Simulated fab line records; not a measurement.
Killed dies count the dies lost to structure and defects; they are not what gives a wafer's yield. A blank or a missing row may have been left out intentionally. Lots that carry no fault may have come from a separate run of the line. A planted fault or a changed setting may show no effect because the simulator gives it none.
fab line records :: flow n5Finfet
record
  lots=3
  wafers=9
  lastDay=19
route steps=1938 shown MOL_CONTACT_COAG@623 BEOL_M0_SAQP@632 BEOL_M0@715 BEOL_M4@1111
lots that met no fault: taken from a fault-free run of the same line
startH: hours from the record's first day to the start of the lot's first wafer shown :: waitH: how many hours have passed since the lot's step before this one :: " identical to the entry in the row above :: L1.1+2: a single row standing in for several wafers :: - no value present, or no start provided :: * or withheld: withheld :: < > ~ a bound
route shown NAME@n: a module of which the file shows steps, and the number in the route of the first :: usual: mean and standard deviation over wafers with no fault :: same: alike in all rows :: chamber/n: place in a boat :: sites: the reading at each site :: _std_site: the values' standard deviation :: _edge_site: outer sites' mean less inner sites' :: radiusMm: how far each site lies from the wafer's centre :: mask NAME#n: copy n :: behind: the last tool/chamber to shape the wafer :: hold: why the lot went on hold/how many hours it stayed there/how the hold came to an end :: device: the n, p or np transistor that did not switch :: end of line: the same wafers' tests at the end of the route :: for a step that has no rows: nothing shown but its recipe :: killed: count of dies lost to structure and defects at first sort (not the wafer's yield) :: map: per-die view of a wafer (x killed, . not killed, _ where there is no die)
set.NAME: the setting as run; set.NAME@STEP: as run at that earlier step :: model.NAME: the simulator's own value behind a step, which no gauge read
lots at selected steps of the route; one table per step, one row per wafer
services: from which hour (startH, from the record's first day; less than 0 if before it) a tool's chamber was out of use, for how many hours, and why
## steps
# step N5_MOL_CONTACT_COAG_PRE_CLEAN_121
# recipe
  gas=H2/He
  timeS=*
  tempC=withheld
# step N5_MOL_CONTACT_COAG_CVD_140
# recipe
  material=W
  targetThkA=665
  mode=selectiveFill
  tempC=300
  timeS=215
# step N5_MOL_CONTACT_COAG_PRECLEAN_127
# recipe
  chemistry=DIW
  timeS=57.5
  tempC=23
# step N5_MOL_CONTACT_COAG_SRD_128
# recipe
  dryTimeS=32
  dry=n2Spin
  spinRpm=1500
# step N5_MOL_CONTACT_COAG_CMP_52
# recipe
  stopOn=SiO2
  tOverpolishS=1.5
  postCmpClean=wDiluteNh4oh
  downForcePsi=4
  platenRpm=50.289
  padVelocityMS=1.0006
  targetThkNm=66.5
# step N5_MOL_CONTACT_COAG_ANNEAL_112
# recipe
  tempC=400
  timeS=1800
  ambient=HPD2
  pressureAtm=10
# step N5_BEOL_M0_SAQP_PECVD_00
# recipe
  material=SiCN
  targetThkA=80
  tempC=withheld
  precursor=3MS/NH3
  pressureTorr=3
  rfW=202
  timeS=14
# step N5_BEOL_M0_SAQP_ILD_DEP_01
# recipe
  material=SiOC
  targetThkA=454.19
  tempC=350
  precursor=DEMS/O2
  pressureTorr=5
  rfW=500
  timeS=8.7
# step N5_BEOL_M0_SAQP_HM_DEP_02
# recipe
  material=TiN
  targetThkA=120
  tempC=25
  chamberPressurePa=0.49996
# step N5_BEOL_M0_SAQP_PECVD_03
# recipe
  material=SiCN
  targetThkA=120
  tempC=withheld
  precursor=3MS/NH3
  pressureTorr=3
  rfW=202
  timeS=21.1
# usual
  runLengthS=51.5/0.53
  showerheadPlenumPTorr=3.662/0.018
  showerheadVppV=907/58
  throttleValvePct=8.9/0.33
lot.wafer: L607.2
tool: pecvd-04
chamber: 1
startH: 129.16
waitH: 0.1
runLengthS: 51.3
showerheadPlenumPTorr: 3.659
showerheadVppV: 895
throttleValvePct: 9.4
model.SiCN_of_BEOL_M0_SAQP_PECVD_03.thkNm: 12

lot.wafer: L607.4
tool: pecvd-04
chamber: 1
startH: 129.16
waitH: 0.1
runLengthS: 51.5
showerheadPlenumPTorr: 3.657
showerheadVppV: 919
throttleValvePct: 9.3
model.SiCN_of_BEOL_M0_SAQP_PECVD_03.thkNm: 11.8

lot.wafer: L607.6
tool: pecvd-04
chamber: 0
startH: 129.16
waitH: 0.1
runLengthS: 54.2
showerheadPlenumPTorr: 3.694
showerheadVppV: 872
throttleValvePct: 9.2
model.SiCN_of_BEOL_M0_SAQP_PECVD_03.thkNm: 13

lot.wafer: L623.4
tool: pecvd-01
chamber: 1
startH: 226.75
waitH: 0.1
runLengthS: 50.8
showerheadPlenumPTorr: 3.657
showerheadVppV: 977
throttleValvePct: 9.3
model.SiCN_of_BEOL_M0_SAQP_PECVD_03.thkNm: 12.4

lot.wafer: L623.5
tool: pecvd-01
chamber: 2
startH: 226.75
waitH: 0.1
runLengthS: 52.0
showerheadPlenumPTorr: 3.653
showerheadVppV: 856
throttleValvePct: 8.9
model.SiCN_of_BEOL_M0_SAQP_PECVD_03.thkNm: 12.2

lot.wafer: L623.6
tool: pecvd-01
chamber: 0
startH: 226.75
waitH: 0.1
runLengthS: 51.7
showerheadPlenumPTorr: 3.692
showerheadVppV: 771
throttleValvePct: 8.3
model.SiCN_of_BEOL_M0_SAQP_PECVD_03.thkNm: 12.2

lot.wafer: L626.2
tool: pecvd-04
chamber: 2
startH: 249.11
waitH: 0.1
runLengthS: 51.0
showerheadPlenumPTorr: 3.674
showerheadVppV: 954
throttleValvePct: 8.6
model.SiCN_of_BEOL_M0_SAQP_PECVD_03.thkNm: 11.8

lot.wafer: L626.4
tool: pecvd-04
chamber: 2
startH: 249.11
waitH: 0.1
runLengthS: 50.9
showerheadPlenumPTorr: 3.669
showerheadVppV: 956
throttleValvePct: 8.4
model.SiCN_of_BEOL_M0_SAQP_PECVD_03.thkNm: 11.8

lot.wafer: L626.6
tool: pecvd-04
chamber: 1
startH: 249.11
waitH: 0.1
runLengthS: 51.3
showerheadPlenumPTorr: 3.652
showerheadVppV: 922
throttleValvePct: 9.2
model.SiCN_of_BEOL_M0_SAQP_PECVD_03.thkNm: 11.8
# step N5_BEOL_M0_SAQP_PECVD_96
# recipe
  material=a-Si
  targetThkA=450
  tempC=350
  precursor=SiH4/He
  pressureTorr=3
  rfW=100
  timeS=45.2
# step N5_BEOL_M0_SAQP_PECVD_97
# recipe
  material=SiNx
  targetThkA=230
  tempC=350
  precursor=SiH4/NH3/N2
  pressureTorr=1.5
  rfW=300
  timeS=19.9
# step N5_BEOL_M0_SAQP_PECVD_04
# recipe
  material=a-Si
  targetThkA=600
  tempC=350
  precursor=SiH4/He
  pressureTorr=3
  rfW=100
  timeS=60.2
# step N5_BEOL_M0_SAQP_HM_DEP_111
# recipe
  material=SiO2
  targetThkA=120
  tempC=400
  precursor=SiH4/N2O
  pressureTorr=0.75
  rfW=275
  timeS=7.2
# step N5_BEOL_M0_SAQP_COAT_81
# recipe
  resist=SOC
  tempC=250
  timeS=60
  spinRpm=1500
  resistThkNm=100
# step N5_BEOL_M0_SAQP_COAT_82
# recipe
  resist=SiARC
  tempC=220
  timeS=60
  spinRpm=1500
  resistThkNm=30
# step N5_BEOL_M0_SAQP_COAT_08
# recipe
  resist=CAR-ArF
  spinRpm=1500
  resistThkNm=90
# step N5_BEOL_M0_SAQP_EBR_10
# recipe
  solvent=PGMEA
  ebrWidthMm=1.5
# step N5_BEOL_M0_SAQP_SOFTBAKE_09
# recipe
  tempC=110
  timeS=60
  resist=CAR-ArF
# step N5_BEOL_M0_SAQP_EXPOSE_11
# recipe
  maskId=M0_CORE
  na=1.35
  sourceShape=dipole
  sigmaInner=0.538
  sigmaOuter=0.738
  polarization=te
  targetCdNm=42
  doseMj=55
# step N5_BEOL_M0_SAQP_PEB_12
# recipe
  pebTempC=withheld
  pebTimeS=60
  resist=CAR-ArF
# step N5_BEOL_M0_SAQP_DEVELOP_13
# recipe
  developTimeS=30
  developer=TMAH
  resist=CAR-ArF
  devTempC=23
  rinseLiquid=diw
  dry=airSpin
# step N5_BEOL_M0_SAQP_DESCUM_19
# recipe
  chemistry=O2
  timeS=7.9
  sourcePowerW=50
  biasPowerW=20
  pressureMtorr=20
  rfFrequencyHz=2.712e+07
  tempC=40
  resist=CAR-ArF
  o2FlowSccm=225
# step N5_BEOL_M0_SAQP_ETCH_83
# recipe
  chemistry=CF4
  target=SiARC
  targetDepthA=390
  maskMaterial=CAR-ArF
  timeS=65
  ionEnergyEv=80
  pressureMtorr=40
  sourceW=545
  biasW=36
  Ar_flow_sccm=100
  cf4FlowSccm=100
  ends=cleared
# step N5_BEOL_M0_SAQP_ETCH_84
# recipe
  chemistry=N2/H2
  target=SOC
  targetDepthA=1000
  overetchA=200
  maskMaterial=SiARC
  tempC=40
  timeS=150
  ionEnergyEv=200
  pressureMtorr=30
  sourceW=840
  biasW=150
  n2FlowSccm=200
  h2FlowSccm=200
# step N5_BEOL_M0_SAQP_STRIP_80
# recipe
  chemistry=N2/H2
  tempC=40
  n2FlowSccm=200
  h2FlowSccm=200
  rfFrequencyHz=6e+07
# step N5_BEOL_M0_SAQP_HM_OPEN_112
# recipe
  chemistry=CHF3/O2
  target=SiO2
  stopOn=a-Si
  targetDepthA=120
  overEtchFrac=1.25
  maskMaterial=SOC
  timeS=13.5
  pressureMtorr=30
  sourceW=650
  biasW=170
  Ar_flow_sccm=200
  CHF3_flow_sccm=50
  O2_flow_sccm=5
  ionEnergyEv=200
  ends=endPoint
# step N5_BEOL_M0_SAQP_STRIP_113
# recipe
  chemistry=CHF3/O2
  resist=SiARC
  rfFrequencyHz=6e+07
# step N5_BEOL_M0_SAQP_MANDREL_ETCH_20
# recipe
  targetDepthA=600
  chemistry=HBr/Cl2
  target=a-Si
  stopOn=SiNx
  btTimeS=10
  maskMaterial=SOC
  overEtchFrac=0.5
  timeS=30
  pressureMtorr=10
  icpW=800
  biasW=75
  HBr_flow_sccm=150
  Cl2_flow_sccm=80
  ends=endPoint
# step N5_BEOL_M0_SAQP_STRIP_86
# recipe
  chemistry=N2/H2
  powerW=500
  tempC=40
  pressureMtorr=50
  rfFrequencyHz=6e+07
  overashFraction=0.3
  biasPowerW=28
  h2Frac=0.5
  n2FlowSccm=300
  h2FlowSccm=300
# step N5_BEOL_M0_SAQP_STRIP_115
# recipe
  chemistry=postEtchResidueRemover
  timeS=60
  tempC=25
  removerPh=withheld
  removerWaterWtPct=withheld
  removerFluorideWtPct=withheld
# step N5_BEOL_M0_SAQP_SRD_93
# recipe
  dry=ipaMarangoni
  timeS=30
  tempC=23
  rinseLiquid=diw
# step N5_BEOL_M0_SAQP_RECESS_114
# recipe
  chemistry=HF/NH3
  target=SiO2
  targetDepthA=144
  afsCycles=3
  tempC=30
  sublimationTempC=180
  sublimationTimeS=60
# step N5_BEOL_M0_SAQP_SPACER1_ALD_98
# recipe
  material=SiO2
  targetThkA=128
  tempC=300
  aldPrecursorFamily=BDEAS
  aldCoReactant=O2-plasma
  pulseTimeS=1
  purgeTimeS=2
  coReactantPurgeTimeS=2
  aldCycles=138
  pressureTorr=2
# step N5_BEOL_M0_SAQP_SPACER1_ETCHBACK_99
# recipe
  chemistry=CHF3/O2
  mode=anisotropicEtchback
  target=SiO2
  targetDepthA=154
  timeS=7.7
  pressureMtorr=30
  sourceW=650
  biasW=170
  Ar_flow_sccm=200
  CHF3_flow_sccm=50
  O2_flow_sccm=5
  ionEnergyEv=200
# step N5_BEOL_M0_SAQP_RECESS_109
# recipe
  chemistry=HF/NH3
  target=SiO2
  targetDepthA=30
  afsCycles=1
  tempC=30
  sublimationTempC=180
  sublimationTimeS=60
# usual
  drypumpMotorCurrentA=5.9/0.3
  tempC=30.00/0.12
# same
  sublimationTimeS=60
lot.wafer: L607.2
tool: vaporEtch-02
chamber: 0
startH: 132.40
waitH: 0.0
drypumpMotorCurrentA: 5.4
tempC: 30.10
model.SiCN_of_BEOL_M0_SAQP_PECVD_03.thkNm: 8.2

lot.wafer: L607.4
tool: vaporEtch-02
chamber: 0
startH: 132.40
waitH: 0.0
drypumpMotorCurrentA: 5.4
tempC: 30.11
model.SiCN_of_BEOL_M0_SAQP_PECVD_03.thkNm: 8.4

lot.wafer: L607.6
tool: vaporEtch-02
chamber: 0
startH: 132.40
waitH: 0.0
drypumpMotorCurrentA: 5.4
tempC: 29.86
model.SiCN_of_BEOL_M0_SAQP_PECVD_03.thkNm: 9.6

lot.wafer: L623.4
tool: vaporEtch-01
chamber: 1
startH: 229.99
waitH: 0.1
drypumpMotorCurrentA: 5.7
tempC: 30.06
model.SiCN_of_BEOL_M0_SAQP_PECVD_03.thkNm: 9

lot.wafer: L623.5
tool: vaporEtch-01
chamber: 1
startH: 229.99
waitH: 0.1
drypumpMotorCurrentA: 5.7
tempC: 30.01
model.SiCN_of_BEOL_M0_SAQP_PECVD_03.thkNm: 8.6

lot.wafer: L623.6
tool: vaporEtch-01
chamber: 0
startH: 229.99
waitH: 0.1
drypumpMotorCurrentA: 6.2
tempC: 30.17
model.SiCN_of_BEOL_M0_SAQP_PECVD_03.thkNm: 8.8

lot.wafer: L626.2
tool: vaporEtch-01
chamber: 0
startH: 253.07
waitH: 0.0
drypumpMotorCurrentA: 6.2
tempC: 29.93
model.SiCN_of_BEOL_M0_SAQP_PECVD_03.thkNm: 8.4

lot.wafer: L626.4
tool: vaporEtch-01
chamber: 1
startH: 253.07
waitH: 0.0
drypumpMotorCurrentA: 5.7
tempC: 30.31
model.SiCN_of_BEOL_M0_SAQP_PECVD_03.thkNm: 8.4

lot.wafer: L626.6
tool: vaporEtch-01
chamber: 1
startH: 253.07
waitH: 0.0
drypumpMotorCurrentA: 5.7
tempC: 30.22
model.SiCN_of_BEOL_M0_SAQP_PECVD_03.thkNm: 8.4
# step N5_BEOL_M0_ETCH_138
# recipe
  chemistry=CH3F/O2
  targetDepthA=120
  target=SiCN
  timeS=31.6
  ionEnergyEv=120
  pressureMtorr=30
  sourceW=395
  biasW=75
  Ar_flow_sccm=150
  CH3F_flow_sccm=30
  O2_flow_sccm=20
  ends=cleared
# usual
  O2_flow_sccm=20.00/0.064
  drypumpMotorCurrentA=5.5/0.43
  etchRfOnTimeS=29.0/0.92
  oesProductAu=0.72/0.073
  rfVppV=297.5/1.6
  showerheadPlenumPTorr=2.01/0.071
  throttleValvePct=16.25/0.23
lot.wafer: L607.2
tool: rieDiel-04
chamber: 0
startH: 137.14
waitH: 0.0
O2_flow_sccm: 20.12
drypumpMotorCurrentA: 5.1
etchRfOnTimeS: 28.1
oesProductAu: 0.59
rfHoursCounterH: 249
rfVppV: 297.1
showerheadPlenumPTorr: 1.98
throttleValvePct: 16.72
model.etch.depthNm: 8.288

lot.wafer: L607.4
tool: rieDiel-04
chamber: 1
startH: 137.14
waitH: 0.0
O2_flow_sccm: 19.98
drypumpMotorCurrentA: 6.5
etchRfOnTimeS: 27.9
oesProductAu: 0.77
rfHoursCounterH: -
rfVppV: 296.0
showerheadPlenumPTorr: 1.96
throttleValvePct: 16.49
model.etch.depthNm: 8.318

lot.wafer: L607.6
tool: rieDiel-04
chamber: 2
startH: 137.14
waitH: 0.0
O2_flow_sccm: 20.04
drypumpMotorCurrentA: 5.4
etchRfOnTimeS: 33.0
oesProductAu: 0.71
rfHoursCounterH: -
rfVppV: 297.8
showerheadPlenumPTorr: 2.03
throttleValvePct: 15.99
model.etch.depthNm: 9.631

lot.wafer: L623.4
tool: rieDiel-04
chamber: 0
startH: 233.17
waitH: 0.0
O2_flow_sccm: 19.97
drypumpMotorCurrentA: 5.1
etchRfOnTimeS: 30.6
oesProductAu: 0.80
rfHoursCounterH: 4
rfVppV: 296.7
showerheadPlenumPTorr: 1.97
throttleValvePct: 16.26
model.etch.depthNm: 9.087

lot.wafer: L623.5
tool: rieDiel-04
chamber: 0
startH: 233.17
waitH: 0.0
O2_flow_sccm: 19.95
drypumpMotorCurrentA: 5.1
etchRfOnTimeS: 29.4
oesProductAu: 0.80
rfHoursCounterH: -
rfVppV: 298.2
showerheadPlenumPTorr: 1.97
throttleValvePct: 16.25
model.etch.depthNm: 8.648

lot.wafer: L623.6
tool: rieDiel-04
chamber: 1
startH: 233.17
waitH: 0.0
O2_flow_sccm: 19.93
drypumpMotorCurrentA: 6.5
etchRfOnTimeS: 29.4
oesProductAu: 0.73
rfHoursCounterH: -
rfVppV: 296.1
showerheadPlenumPTorr: 1.95
throttleValvePct: 16.56
model.etch.depthNm: 8.863

lot.wafer: L626.2
tool: rieDiel-01
chamber: 1
startH: 257.15
waitH: 0.0
O2_flow_sccm: 19.93
drypumpMotorCurrentA: 5.3
etchRfOnTimeS: 27.8
oesProductAu: 0.75
rfHoursCounterH: 29
rfVppV: 297.8
showerheadPlenumPTorr: 2.04
throttleValvePct: 16.08
model.etch.depthNm: 8.324

lot.wafer: L626.4
tool: rieDiel-01
chamber: 3
startH: 257.15
waitH: 0.0
O2_flow_sccm: 20.04
drypumpMotorCurrentA: 4.9
etchRfOnTimeS: 28.3
oesProductAu: 0.74
rfHoursCounterH: 57
rfVppV: 298.3
showerheadPlenumPTorr: 2.03
throttleValvePct: 16.11
model.etch.depthNm: 8.473

lot.wafer: L626.6
tool: rieDiel-01
chamber: 3
startH: 257.15
waitH: 0.0
O2_flow_sccm: 20.06
drypumpMotorCurrentA: 4.9
etchRfOnTimeS: 28.0
oesProductAu: 0.75
rfHoursCounterH: -
rfVppV: 297.3
showerheadPlenumPTorr: 2.03
throttleValvePct: 16.09
model.etch.depthNm: 8.346
# step N5_BEOL_M0_ETCH_128
# recipe
  chemistry=CF4/N2
  targetDepthA=120
  overetchA=51
  target=SiCN
  timeS=21.4
  ionEnergyEv=150
  pressureMtorr=40
  sourceW=430
  biasW=70
  Ar_flow_sccm=100
  cf4FlowSccm=60
  n2FlowSccm=60
# usual
  cf4FlowSccm=60.01/0.18
  drypumpMotorCurrentA=5.6/0.45
  n2FlowSccm=60.00/0.17
  oesProductAu=0.56/0.064
  rfVppV=382.4/2.1
  showerheadPlenumPTorr=2.21/0.079
  throttleValvePct=15.39/0.23
lot.wafer: L607.2
tool: rieDiel-01
chamber: 2
startH: 137.80
waitH: 0.0
cf4FlowSccm: 59.80
drypumpMotorCurrentA: 5.9
n2FlowSccm: 59.91
oesProductAu: 0.48
rfHoursCounterH: 221
rfVppV: 379.9
showerheadPlenumPTorr: 2.09
throttleValvePct: 15.60
model.etch.depthNm: 8.288

lot.wafer: L607.4
tool: rieDiel-01
chamber: 2
startH: 137.80
waitH: 0.0
cf4FlowSccm: 59.97
drypumpMotorCurrentA: 5.9
n2FlowSccm: 60.05
oesProductAu: 0.48
rfHoursCounterH: -
rfVppV: 379.1
showerheadPlenumPTorr: 2.09
throttleValvePct: 15.62
model.etch.depthNm: 8.318

lot.wafer: L607.6
tool: rieDiel-01
chamber: 3
startH: 137.80
waitH: 0.0
cf4FlowSccm: 60.41
drypumpMotorCurrentA: 5.0
n2FlowSccm: 60.16
oesProductAu: 0.68
rfHoursCounterH: -
rfVppV: 383.8
showerheadPlenumPTorr: 2.25
throttleValvePct: 15.13
model.etch.depthNm: 9.631

lot.wafer: L623.4
tool: rieDiel-03
chamber: 2
startH: 236.81
waitH: 0.1
cf4FlowSccm: 60.22
drypumpMotorCurrentA: 5.6
n2FlowSccm: 60.08
oesProductAu: 0.53
rfHoursCounterH: 140
rfVppV: 378.4
showerheadPlenumPTorr: 2.12
throttleValvePct: 15.55
model.etch.depthNm: 9.087

lot.wafer: L623.5
tool: rieDiel-03
chamber: 3
startH: 236.81
waitH: 0.1
cf4FlowSccm: 59.92
drypumpMotorCurrentA: 5.5
n2FlowSccm: 59.93
oesProductAu: 0.53
rfHoursCounterH: -
rfVppV: 384.0
showerheadPlenumPTorr: 2.31
throttleValvePct: 15.31
model.etch.depthNm: 8.648

lot.wafer: L623.6
tool: rieDiel-03
chamber: 2
startH: 236.81
waitH: 0.1
cf4FlowSccm: 60.03
drypumpMotorCurrentA: 5.6
n2FlowSccm: 59.86
oesProductAu: 0.52
rfHoursCounterH: -
rfVppV: 380.2
showerheadPlenumPTorr: 2.12
throttleValvePct: 15.56
model.etch.depthNm: 8.863

lot.wafer: L626.2
tool: rieDiel-03
chamber: 1
startH: 258.55
waitH: 0.4
cf4FlowSccm: 59.97
drypumpMotorCurrentA: 5.3
n2FlowSccm: 60.20
oesProductAu: 0.58
rfHoursCounterH: 60
rfVppV: 384.5
showerheadPlenumPTorr: 2.33
throttleValvePct: 15.04
model.etch.depthNm: 8.324

lot.wafer: L626.4
tool: rieDiel-03
chamber: 0
startH: 258.55
waitH: 0.4
cf4FlowSccm: 60.01
drypumpMotorCurrentA: 5.3
n2FlowSccm: 60.07
oesProductAu: 0.51
rfHoursCounterH: -
rfVppV: 380.3
showerheadPlenumPTorr: 2.12
throttleValvePct: 15.50
model.etch.depthNm: 8.473

lot.wafer: L626.6
tool: rieDiel-03
chamber: 1
startH: 258.55
waitH: 0.4
cf4FlowSccm: 59.76
drypumpMotorCurrentA: 5.3
n2FlowSccm: 60.34
oesProductAu: 0.58
rfHoursCounterH: -
rfVppV: 386.3
showerheadPlenumPTorr: 2.33
throttleValvePct: 15.04
model.etch.depthNm: 8.346
# step N5_BEOL_M4_RC_MEAS_101
# usual
  DIBL_N=36.5/1.9
  DIBL_P=36.4/2.2
  IOFF_N=0.17/0.034
  IOFF_P=0.21/0.036
  ION_N=678/12
  ION_P=462/7.1
  SS_N=71.7/0.61
  SS_P=73.4/0.71
  VT_N=249/3.5
  VT_P=-251/3
lot.wafer: L607.2
tool: prober-01
chamber: 0
startH: 192.88
waitH: 0.2
DIBL_N[mV/V]: 34.3
DIBL_P[mV/V]: 34.1
IOFF_N[nA/um]: 0.14
IOFF_P[nA/um]: 0.19
ION_N[uA/um]: 681
ION_P[uA/um]: 467
SS_N[mV/dec]: 71.1
SS_P[mV/dec]: 72.9
VT_N[mV]: 251
VT_P[mV]: -249

lot.wafer: L607.4
tool: prober-01
chamber: 0
startH: 192.88
waitH: 0.2
DIBL_N[mV/V]: 36.2
DIBL_P[mV/V]: 36.3
IOFF_N[nA/um]: 0.18
IOFF_P[nA/um]: 0.21
ION_N[uA/um]: 689
ION_P[uA/um]: 469
SS_N[mV/dec]: 70.6
SS_P[mV/dec]: 73.3
VT_N[mV]: 246
VT_P[mV]: -245

lot.wafer: L607.6
tool: prober-01
chamber: 0
startH: 192.88
waitH: 0.2
DIBL_N[mV/V]: 35.8
DIBL_P[mV/V]: 35.6
IOFF_N[nA/um]: 0.17
IOFF_P[nA/um]: 0.20
ION_N[uA/um]: 679
ION_P[uA/um]: 461
SS_N[mV/dec]: 71.6
SS_P[mV/dec]: 73.6
VT_N[mV]: 249
VT_P[mV]: -247

lot.wafer: L623.4
tool: prober-01
chamber: 0
startH: 319.05
waitH: 0.5
DIBL_N[mV/V]: 39.7
DIBL_P[mV/V]: 40.1
IOFF_N[nA/um]: 0.23
IOFF_P[nA/um]: 0.30
ION_N[uA/um]: 694
ION_P[uA/um]: 468
SS_N[mV/dec]: 72.2
SS_P[mV/dec]: 74.4
VT_N[mV]: 246
VT_P[mV]: -245

lot.wafer: L623.5
tool: prober-01
chamber: 0
startH: 319.05
waitH: 0.5
DIBL_N[mV/V]: 36.0
DIBL_P[mV/V]: 35.4
IOFF_N[nA/um]: 0.16
IOFF_P[nA/um]: 0.21
ION_N[uA/um]: 690
ION_P[uA/um]: 459
SS_N[mV/dec]: 71.7
SS_P[mV/dec]: 73.3
VT_N[mV]: 250
VT_P[mV]: -249

lot.wafer: L623.6
tool: prober-01
chamber: 0
startH: 319.05
waitH: 0.5
DIBL_N[mV/V]: 39.2
DIBL_P[mV/V]: 39.5
IOFF_N[nA/um]: 0.22
IOFF_P[nA/um]: 0.29
ION_N[uA/um]: 694
ION_P[uA/um]: 471
SS_N[mV/dec]: 73.3
SS_P[mV/dec]: 74.6
VT_N[mV]: 245
VT_P[mV]: -248

lot.wafer: L626.2
tool: prober-01
chamber: 0
startH: 347.86
waitH: 0.2
DIBL_N[mV/V]: 34.2
DIBL_P[mV/V]: 32.5
IOFF_N[nA/um]: 0.13
IOFF_P[nA/um]: 0.18
ION_N[uA/um]: 671
ION_P[uA/um]: 463
SS_N[mV/dec]: 71.7
SS_P[mV/dec]: 73.3
VT_N[mV]: 252
VT_P[mV]: -253

lot.wafer: L626.4
tool: prober-01
chamber: 0
startH: 347.86
waitH: 0.2
DIBL_N[mV/V]: 35.5
DIBL_P[mV/V]: 34.0
IOFF_N[nA/um]: 0.16
IOFF_P[nA/um]: 0.20
ION_N[uA/um]: 673
ION_P[uA/um]: 467
SS_N[mV/dec]: 70.7
SS_P[mV/dec]: 74.2
VT_N[mV]: 249
VT_P[mV]: -252

lot.wafer: L626.6
tool: prober-01
chamber: 0
startH: 347.86
waitH: 0.2
DIBL_N[mV/V]: 35.3
DIBL_P[mV/V]: 33.4
IOFF_N[nA/um]: 0.15
IOFF_P[nA/um]: 0.18
ION_N[uA/um]: 683
ION_P[uA/um]: 462
SS_N[mV/dec]: 71.6
SS_P[mV/dec]: 73.3
VT_N[mV]: 251
VT_P[mV]: -252
## services
tool: pecvd-04
chamber: 2
startH: 105.25
hours: 2.1
kind: scheduledDown

tool: rieDiel-03
chamber: -
startH: 111.08
hours: 2.8
kind: pm

tool: rieDiel-04
chamber: 3
startH: 128.01
hours: -
kind: clean

tool: rieDiel-04
chamber: 3
startH: 128.01
hours: -
kind: consumableReplace:focusRing

tool: rieDiel-04
chamber: 3
startH: 128.01
hours: -
kind: consumableReplace:showerhead

tool: rieDiel-04
chamber: 3
startH: 128.01
hours: 28.4
kind: scheduledDown

tool: rieDiel-04
chamber: 3
startH: 128.01
hours: 28.4
kind: ventCycle

tool: rieDiel-01
chamber: 0
startH: 128.11
hours: -
kind: clean

tool: rieDiel-01
chamber: 0
startH: 128.11
hours: -
kind: consumableReplace:focusRing

tool: rieDiel-03
chamber: 1
startH: 141.39
hours: 6.8
kind: repair

tool: rieDiel-03
chamber: 0
startH: 149.41
hours: 9.5
kind: repair

tool: rieDiel-01
chamber: 1
startH: 153.53
hours: -
kind: clean

tool: rieDiel-01
chamber: 1
startH: 153.53
hours: -
kind: consumableReplace:focusRing

tool: rieDiel-01
chamber: 1
startH: 153.53
hours: 22.3
kind: scheduledDown

tool: rieDiel-01
chamber: 1
startH: 153.53
hours: 22.3
kind: ventCycle

tool: rieDiel-04
chamber: 2
startH: 165.85
hours: 1.5
kind: repair

tool: rieDiel-04
chamber: 0
startH: 170.71
hours: 17.3
kind: repair

tool: rieDiel-01
chamber: 3
startH: 183.63
hours: 4.1
kind: repair

tool: rieDiel-04
chamber: 0
startH: 188.21
hours: -
kind: clean

tool: rieDiel-04
chamber: 0
startH: 188.21
hours: -
kind: consumableReplace:focusRing

tool: vaporEtch-01
chamber: 1
startH: 190.54
hours: 18.7
kind: repair

tool: rieDiel-01
chamber: -
startH: 238.21
hours: 2.8
kind: pm

tool: pecvd-04
chamber: 0
startH: 245.24
hours: 6.4
kind: repair

tool: rieDiel-01
chamber: 2
startH: 246.55
hours: 8.5
kind: repair
## key
firstSign
  step=N5_BEOL_M0_SAQP_PECVD_03
  reading=runLengthS
  direction=up
  sigmas=5.1
  usual=*
  struck=*
effect
  step=N5_BEOL_M0_ETCH_138
  reading=etchRfOnTimeS
  direction=up
  sigmas=4.4
  usual=*
  struck=*
modelEffect
  step=N5_BEOL_M0_SAQP_PECVD_03
  value=SiCN_of_BEOL_M0_SAQP_PECVD_03.thkNm
  without=12
  struck=13
modelEffect
  step=N5_BEOL_M0_SAQP_RECESS_109
  value=SiCN_of_BEOL_M0_SAQP_PECVD_03.thkNm
  without=8.6
  struck=9.6
modelEffect
  step=N5_BEOL_M0_ETCH_138
  value=etch.depthNm
  without=8.592
  struck=9.631
modelEffect
  step=N5_BEOL_M0_ETCH_128
  value=etch.depthNm
  without=8.592
  struck=9.631
metAt N5_BEOL_M0_SAQP_PECVD_03
struckWafers L607.6
fault
  kind=processParameterDrift
  tool=pecvd-04
  chamber=-
  onsetH=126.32
  steps=N5_BEOL_M0_SAQP_PECVD_03
  channel=timeS
  offset=*
  shape=step
  endH=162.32
  scope=struckWafersOnly
  actsIn=*
  stated=*
